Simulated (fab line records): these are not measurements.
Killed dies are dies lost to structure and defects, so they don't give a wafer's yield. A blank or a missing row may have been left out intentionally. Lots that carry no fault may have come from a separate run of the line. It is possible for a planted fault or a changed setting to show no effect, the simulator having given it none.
The tool behind it: which one? + flow n5_finfet + 24 lots with 72 wafers sampled at 5 steps, on a route of 1938 steps

## WHAT THE GAUGES SHOWED, per wafer
N5_PMOS_HMC_CHANNEL_EPI_INSPECT_30: inspects for defects (darkfield). Usual: raw_defect_count reads 17 (standard deviation 6).
| lot  | measured    | on                | raw_defect_count | flag |
|------|-------------|-------------------|------------------|------|
| L074 | day 1 20:27 | defect_inspect-02 | 24 18 15         |      |
| L075 | day 2 02:34 | defect_inspect-01 | 13 27 26         |      |
| L076 | day 2 07:57 | defect_inspect-02 | 13 17 17         |      |
| L077 | day 2 16:31 | defect_inspect-02 | 15 13 12         |      |
| L078 | day 2 22:35 | defect_inspect-02 | 12 8 9           |      |
| L079 | day 3 02:38 | defect_inspect-02 | 6 13 9           |      |
| L080 | day 3 08:59 | defect_inspect-02 | 25 18 34         |      |
| L081 | day 3 14:00 | defect_inspect-02 | 18 18 11         |      |
| L082 | day 3 20:40 | defect_inspect-01 | 23 10 21         |      |
| L083 | day 4 02:14 | defect_inspect-02 | 20 12 13         |      |
| L084 | day 4 08:10 | defect_inspect-01 | 26 27 20         |      |
| L085 | day 4 14:28 | defect_inspect-02 | 14 18 20         |      |
| L086 | day 4 20:52 | defect_inspect-01 | 15 24 26         |      |
| L087 | day 5 02:05 | defect_inspect-01 | 17 11 11         |      |
| L088 | day 5 08:30 | defect_inspect-02 | 13 12 19         |      |
| L089 | day 5 14:44 | defect_inspect-02 | 12 16 8          |      |
| L090 | day 5 20:01 | defect_inspect-01 | 27 21 17         |      |
| L091 | day 6 02:04 | defect_inspect-01 | 19 12 9          |      |
| L092 | day 6 08:41 | defect_inspect-02 | 17 18 21         |      |
| L093 | day 6 14:35 | defect_inspect-01 | 18 15 14         |      |
| L094 | day 6 20:47 | defect_inspect-01 | 13 12 17         |      |
| L095 | day 7 02:53 | defect_inspect-01 | 14 24 26         |      |
| L096 | day 7 08:38 | defect_inspect-01 | 21 14 16         |      |
| L097 | day 7 13:50 | defect_inspect-02 | 27 36 20         |      |

N5_FIN_SAQP_OVL_MEAS_17. Usual: for FIN_CORE_OVL the level is -0.4 nm and the standard deviation is 0.93.
| lot  | measured    | on         | FIN_CORE_OVL (nm) | flag |
|------|-------------|------------|-------------------|------|
| L074 | day 1 23:20 | overlay-01 | 0.5 -0.3 0.0      |      |
| L075 | day 2 03:56 | overlay-02 | -0.2 0.4 -0.3     |      |
| L076 | day 2 09:19 | overlay-01 | -0.6 0.0 -0.5     |      |
| L077 | day 2 18:05 | overlay-01 | 0.6 -0.7 -0.4     |      |
| L078 | day 3 00:04 | overlay-02 | -2.1 -1.3 -1.6    |      |
| L079 | day 3 05:06 | overlay-02 | 0.1 -0.4 -0.9     |      |
| L080 | day 3 10:34 | overlay-02 | -0.9 0.8 0.2      |      |
| L081 | day 3 15:28 | overlay-02 | -0.1 0.4 1.2      |      |
| L082 | day 3 22:01 | overlay-02 | 0.9 -0.5 -0.8     |      |
| L083 | day 4 03:41 | overlay-02 | 0.1 -0.4 -0.5     |      |
| L084 | day 4 09:52 | overlay-02 | -1.4 -0.4 -0.2    |      |
| L085 | day 4 15:58 | overlay-01 | 1.4 1.0 1.4       |      |
| L086 | day 4 22:47 | overlay-01 | 0.6 1.0 0.7       |      |
| L087 | day 5 03:29 | overlay-02 | -0.1 -1.1 -0.7    |      |
| L088 | day 5 09:45 | overlay-02 | -1.7 -1.3 -0.3    |      |
| L089 | day 5 16:00 | overlay-01 | -1.9 -0.9 -1.4    |      |
| L090 | day 5 21:49 | overlay-02 | -1.0 1.2 0.6      |      |
| L091 | day 6 03:18 | overlay-01 | -0.4 0.0 1.2      |      |
| L092 | day 6 10:22 | overlay-01 | -0.2 0.0 -1.4     |      |
| L093 | day 6 15:56 | overlay-01 | 0.2 0.7 0.1       |      |
| L094 | day 6 22:02 | overlay-02 | 0.1 -0.1 -0.7     |      |
| L095 | day 7 04:16 | overlay-01 | -0.3 -0.9 -1.0    |      |
| L096 | day 7 10:07 | overlay-02 | -0.9 -1.4 -0.6    |      |
| L097 | day 7 15:05 | overlay-02 | -2.0 -1.7 -2.6    |      |

## WHAT TOOL EACH LOT RAN ON (gives the tool, then ch and the chambers of the sampled wafers, and finally the start)
| lot  | N5_ZERO_LAYER_PECVD_02         | N5_PMOS_HMC_CHANNEL_EPI_HM_OPEN_15 | N5_PMOS_HMC_CHANNEL_EPI_STRIP_33  |
|------|--------------------------------|------------------------------------|-----------------------------------|
| L074 | pecvd-04 ch 1,2, day 1 12:17   | rie_diel-03 ch 0,2, day 1 17:17    | rie_diel-03 ch 0,2, day 1 17:20   |
| L075 | pecvd-02 ch 0,1,2, day 1 18:19 | rie_diel-04 ch 1,2, day 1 23:30    | rie_diel-04 ch 1,2, day 1 23:33   |
| L076 | pecvd-03 ch 0,1, day 2 00:17   | rie_diel-01 ch 2,3, day 2 05:17    | rie_diel-01 ch 2,3, day 2 05:20   |
| L077 | pecvd-03 ch 0,1, day 2 06:17   | rie_diel-03 ch 0,1,3, day 2 13:20  | rie_diel-03 ch 0,1,3, day 2 13:23 |
| L078 | pecvd-03 ch 0, day 2 12:17     | rie_diel-01 ch 0,1,3, day 2 19:28  | rie_diel-01 ch 0,1,3, day 2 19:31 |
| L079 | pecvd-03 ch 0,1, day 2 18:17   | rie_diel-03 ch 1,2,3, day 2 23:59  | rie_diel-03 ch 1,2,3, day 3 00:02 |
| L080 | pecvd-03 ch 0,1, day 3 00:19   | rie_diel-04 ch 0,1,2, day 3 05:55  | rie_diel-04 ch 0,1,2, day 3 05:59 |
| L081 | pecvd-04 ch 0,2, day 3 06:17   | rie_diel-03 ch 0,3, day 3 11:20    | rie_diel-03 ch 0,3, day 3 11:23   |
| L082 | pecvd-04 ch 1,2, day 3 12:17   | rie_diel-03 ch 0,2, day 3 17:54    | rie_diel-03 ch 0,2, day 3 17:58   |
| L083 | pecvd-02 ch 0,1, day 3 18:17   | rie_diel-01 ch 1,2, day 3 23:33    | rie_diel-01 ch 1,2, day 3 23:36   |
| L084 | pecvd-03 ch 0,2, day 4 00:17   | rie_diel-03 ch 0,1,3, day 4 05:29  | rie_diel-03 ch 0,1,3, day 4 05:32 |
| L085 | pecvd-03 ch 0,1, day 4 06:17   | rie_diel-04 ch 2,3, day 4 11:23    | rie_diel-04 ch 2,3, day 4 11:27   |
| L086 | pecvd-02 ch 0,1,2, day 4 12:17 | rie_diel-01 ch 0,1,3, day 4 18:11  | rie_diel-01 ch 0,1,3, day 4 18:14 |
| L087 | pecvd-03 ch 1,2, day 4 18:17   | rie_diel-03 ch 1,3, day 4 23:26    | rie_diel-03 ch 1,3, day 4 23:29   |
| L088 | pecvd-04 ch 1,2, day 5 00:17   | rie_diel-04 ch 1,3, day 5 05:50    | rie_diel-04 ch 1,3, day 5 05:54   |
| L089 | pecvd-02 ch 0,1,2, day 5 06:17 | rie_diel-03 ch 0,2, day 5 11:59    | rie_diel-03 ch 0,2, day 5 12:02   |
| L090 | pecvd-03 ch 0,2, day 5 12:18   | rie_diel-03 ch 0,1, day 5 17:20    | rie_diel-03 ch 0,1, day 5 17:23   |
| L091 | pecvd-02 ch 0,1, day 5 18:18   | rie_diel-03 ch 0,2,3, day 5 23:25  | rie_diel-03 ch 0,2,3, day 5 23:28 |
| L092 | pecvd-03 ch 0,1,2, day 6 00:17 | rie_diel-01 ch 0,1,3, day 6 05:59  | rie_diel-01 ch 0,1,3, day 6 06:02 |
| L093 | pecvd-04 ch 1,2, day 6 06:17   | rie_diel-03 ch 0,2, day 6 11:49    | rie_diel-03 ch 1,2,3, day 6 11:52 |
| L094 | pecvd-02 ch 0,1, day 6 12:17   | rie_diel-04 ch 2,3, day 6 17:40    | rie_diel-04 ch 2,3, day 6 17:45   |
| L095 | pecvd-02 ch 1,2, day 6 18:17   | rie_diel-01 ch 0,2,3, day 7 00:08  | rie_diel-01 ch 0,2,3, day 7 00:11 |
| L096 | pecvd-03 ch 0,2, day 7 00:17   | rie_diel-01 ch 1,3, day 7 05:34    | rie_diel-01 ch 1,3, day 7 05:37   |
| L097 | pecvd-04 ch 1,2, day 7 06:17   | rie_diel-04 ch 1,2, day 7 11:10    | rie_diel-04 ch 1,2, day 7 11:14   |
- N5_ZERO_LAYER_PECVD_02: deposits SiO2 from SiH4/N2O, target thk 10 nm, time 6 s.
- N5_PMOS_HMC_CHANNEL_EPI_HM_OPEN_15: chemistry CHF3/O2, target SiO2, target depth 40.6 nm, time 20.3 s.
- N5_PMOS_HMC_CHANNEL_EPI_STRIP_33: strips in N2/H2.

## AS READ BY THE TOOLS THEMSELVES (means over the sampled wafers that have a number; for cases with no such wafer, the mark the record gives instead)
N5_ZERO_LAYER_PECVD_02. Usual: heater_power_w 789 W, standard deviation 91; showerhead_plenum_p_Torr 8.22 Torr, standard deviation 0.17.
| lot  | tool     | heater_power_w (W) | showerhead_plenum_p_Torr (Torr) | flag |
|------|----------|--------------------|---------------------------------|------|
| L074 | pecvd-04 | 931                | 8.34                            |      |
| L075 | pecvd-02 | 721                | 8.01                            |      |
| L076 | pecvd-03 | 818                | 8.34                            |      |
| L077 | pecvd-03 | 917                | 8.34                            |      |
| L078 | pecvd-03 | 824                | 8.39                            |      |
| L079 | pecvd-03 | 879                | 8.34                            |      |
| L080 | pecvd-03 | 811                | 8.35                            |      |
| L081 | pecvd-04 | 773                | 8.16                            |      |
| L082 | pecvd-04 | 842                | 8.25                            |      |
| L083 | pecvd-02 | 730                | 7.96                            |      |
| L084 | pecvd-03 | 852                | 8.42                            |      |
| L085 | pecvd-03 | 804                | 8.29                            |      |
| L086 | pecvd-02 | 719                | 8.00                            |      |
| L087 | pecvd-03 | 779                | 8.36                            |      |
| L088 | pecvd-04 | 889                | 8.25                            |      |
| L089 | pecvd-02 | 715                | 8.00                            |      |
| L090 | pecvd-03 | 827                | 8.40                            |      |
| L091 | pecvd-02 | 675                | 7.99                            |      |
| L092 | pecvd-03 | 790                | 8.36                            |      |
| L093 | pecvd-04 | 906                | 8.33                            |      |
| L094 | pecvd-02 | 749                | 7.96                            |      |
| L095 | pecvd-02 | 751                | 8.02                            |      |
| L096 | pecvd-03 | 866                | 8.43                            |      |
| L097 | pecvd-04 | 911                | 8.24                            |      |

N5_PMOS_HMC_CHANNEL_EPI_HM_OPEN_15. Usual: O2_flow_sccm 4.999 sccm, standard deviation 0.014; drypump_motor_current_A 5.7 A, standard deviation 0.58; oes_product_au 0.80 a.u., standard deviation 0.098; rf_vpp_V 531 V, standard deviation 9.4; showerhead_plenum_p_Torr 2.41 Torr, standard deviation 0.066; throttle_valve_pct 18.87 %, standard deviation 0.29.
| lot  | tool        | O2_flow_sccm (sccm) | drypump_motor_current_A (A) | oes_product_au (a.u.) | rf_vpp_V (V) | showerhead_plenum_p_Torr (Torr) | throttle_valve_pct (%) | flag |
|------|-------------|---------------------|-----------------------------|-----------------------|--------------|---------------------------------|------------------------|------|
| L074 | rie_diel-03 | 5.007               | 5.2                         | 0.88                  | 532          | 2.40                            | 18.56                  |      |
| L075 | rie_diel-04 | 5.008               | 6.3                         | 0.78                  | 541          | 2.47                            | 19.06                  |      |
| L076 | rie_diel-01 | 5.010               | 6.3                         | 0.89                  | 527          | 2.38                            | 18.72                  |      |
| L077 | rie_diel-03 | 4.990               | 5.5                         | 0.82                  | 534          | 2.47                            | 18.66                  |      |
| L078 | rie_diel-01 | 5.007               | 5.4                         | 0.91                  | 519          | 2.41                            | 18.81                  |      |
| L079 | rie_diel-03 | 4.975               | 5.7                         | 0.76                  | 536          | 2.42                            | 18.91                  |      |
| L080 | rie_diel-04 | 4.987               | 6.0                         | 0.73                  | 537          | 2.48                            | 19.24                  |      |
| L081 | rie_diel-03 | 5.013               | 5.8                         | 0.80                  | 537          | 2.49                            | 18.71                  |      |
| L082 | rie_diel-03 | 5.009               | 5.2                         | 0.85                  | 531          | 2.40                            | 18.60                  |      |
| L083 | rie_diel-01 | 4.987               | 5.8                         | 0.70                  | 518          | 2.37                            | 18.90                  |      |
| L084 | rie_diel-03 | 5.006               | 5.5                         | 0.81                  | 534          | 2.46                            | 18.69                  |      |
| L085 | rie_diel-04 | 5.005               | 6.3                         | 0.73                  | 540          | 2.37                            | 19.22                  |      |
| L086 | rie_diel-01 | 5.003               | 5.4                         | 0.87                  | 518          | 2.41                            | 18.85                  |      |
| L087 | rie_diel-03 | 4.995               | 5.9                         | 0.75                  | 537          | 2.48                            | 18.88                  |      |
| L088 | rie_diel-04 | 5.002               | 6.6                         | 0.79                  | 536          | 2.40                            | 19.00                  |      |
| L089 | rie_diel-03 | 5.003               | 5.2                         | 0.83                  | 531          | 2.39                            | 18.62                  |      |
| L090 | rie_diel-03 | 4.982               | 5.2                         | 0.81                  | 533          | 2.43                            | 18.67                  |      |
| L091 | rie_diel-03 | 4.995               | 5.6                         | 0.77                  | 535          | 2.42                            | 18.79                  |      |
| L092 | rie_diel-01 | 5.001               | 5.4                         | 0.85                  | 519          | 2.40                            | 18.86                  |      |
| L093 | rie_diel-03 | 4.993               | 5.2                         | 0.82                  | 531          | 2.39                            | 18.63                  |      |
| L094 | rie_diel-04 | 5.006               | 6.3                         | 0.80                  | 539          | 2.36                            | 19.10                  |      |
| L095 | rie_diel-01 | 4.993               | 5.8                         | 0.93                  | 523          | 2.39                            | 18.62                  |      |
| L096 | rie_diel-01 | 5.013               | 6.0                         | 0.84                  | 523          | 2.37                            | 18.91                  |      |
| L097 | rie_diel-04 | 5.000               | 6.0                         | 0.87                  | 546          | 2.47                            | 19.00                  |      |

N5_PMOS_HMC_CHANNEL_EPI_STRIP_33. Usual: drypump_motor_current_A 5.7 A, standard deviation 0.58; oes_product_au 0.80 a.u., standard deviation 0.099; rf_vpp_V 54.3 V, standard deviation 1.6; showerhead_plenum_p_Torr 3.36 Torr, standard deviation 0.088; throttle_valve_pct 18.8 %, standard deviation 0.34.
| lot  | tool        | drypump_motor_current_A (A) | oes_product_au (a.u.) | rf_vpp_V (V) | showerhead_plenum_p_Torr (Torr) | throttle_valve_pct (%) | flag |
|------|-------------|-----------------------------|-----------------------|--------------|---------------------------------|------------------------|------|
| L074 | rie_diel-03 | 5.2                         | 0.89                  | 54.1         | 3.35                            | 18.5                   |      |
| L075 | rie_diel-04 | 6.2                         | 0.80                  | 54.3         | 3.42                            | 19.2                   |      |
| L076 | rie_diel-01 | 6.3                         | 0.88                  | 52.7         | 3.32                            | 18.8                   |      |
| L077 | rie_diel-03 | 5.5                         | 0.82                  | 54.1         | 3.43                            | 18.5                   |      |
| L078 | rie_diel-01 | 5.4                         | 0.90                  | 54.1         | 3.36                            | 18.8                   |      |
| L079 | rie_diel-03 | 5.7                         | 0.75                  | 55.3         | 3.35                            | 18.7                   |      |
| L080 | rie_diel-04 | 6.0                         | 0.74                  | 54.0         | 3.45                            | 19.4                   |      |
| L081 | rie_diel-03 | 5.8                         | 0.80                  | 55.8         | 3.46                            | 18.5                   |      |
| L082 | rie_diel-03 | 5.2                         | 0.85                  | 54.4         | 3.35                            | 18.6                   |      |
| L083 | rie_diel-01 | 5.8                         | 0.70                  | 55.4         | 3.33                            | 19.0                   |      |
| L084 | rie_diel-03 | 5.5                         | 0.80                  | 53.6         | 3.42                            | 18.6                   |      |
| L085 | rie_diel-04 | 6.3                         | 0.72                  | 54.2         | 3.31                            | 19.3                   |      |
| L086 | rie_diel-01 | 5.5                         | 0.88                  | 54.5         | 3.35                            | 18.8                   |      |
| L087 | rie_diel-03 | 5.9                         | 0.75                  | 53.9         | 3.43                            | 18.6                   |      |
| L088 | rie_diel-04 | 6.5                         | 0.79                  | 54.8         | 3.33                            | 19.0                   |      |
| L089 | rie_diel-03 | 5.2                         | 0.84                  | 54.0         | 3.34                            | 18.6                   |      |
| L090 | rie_diel-03 | 5.2                         | 0.80                  | 54.3         | 3.38                            | 18.6                   |      |
| L091 | rie_diel-03 | 5.6                         | 0.78                  | 54.1         | 3.36                            | 18.6                   |      |
| L092 | rie_diel-01 | 5.4                         | 0.85                  | 56.6         | 3.34                            | 18.8                   |      |
| L093 | rie_diel-03 | 5.7                         | 0.73                  | 54.0         | 3.34                            | 18.7                   |      |
| L094 | rie_diel-04 | 6.3                         | 0.80                  | 53.4         | 3.30                            | 19.2                   |      |
| L095 | rie_diel-01 | 5.7                         | 0.93                  | 53.1         | 3.34                            | 18.6                   |      |
| L096 | rie_diel-01 | 6.0                         | 0.83                  | 54.0         | 3.30                            | 18.9                   |      |
| L097 | rie_diel-04 | 6.0                         | 0.88                  | 55.4         | 3.42                            | 19.3                   |      |

## THE ANSWER, worked out from the rows above alone
Rule: lot off if the mean of its wafers having a number is beyond 3 standard deviations from the usual mean. Also off: a lot with no number at a reading for which 4 or more lots have one. Where the step has rows for the other lots, those lots are counted as sound. First the gauges in route order, then the tools' own readings, where a lot's mean is used as printed above. The first step at which some lot is off is used, and at that step the reading that is off furthest; a lot without a number counts as furthest.
Across all readings shown, no lot is off: no conclusion can be drawn from this.

## WHAT THE SIMULATOR HAD INSERTED
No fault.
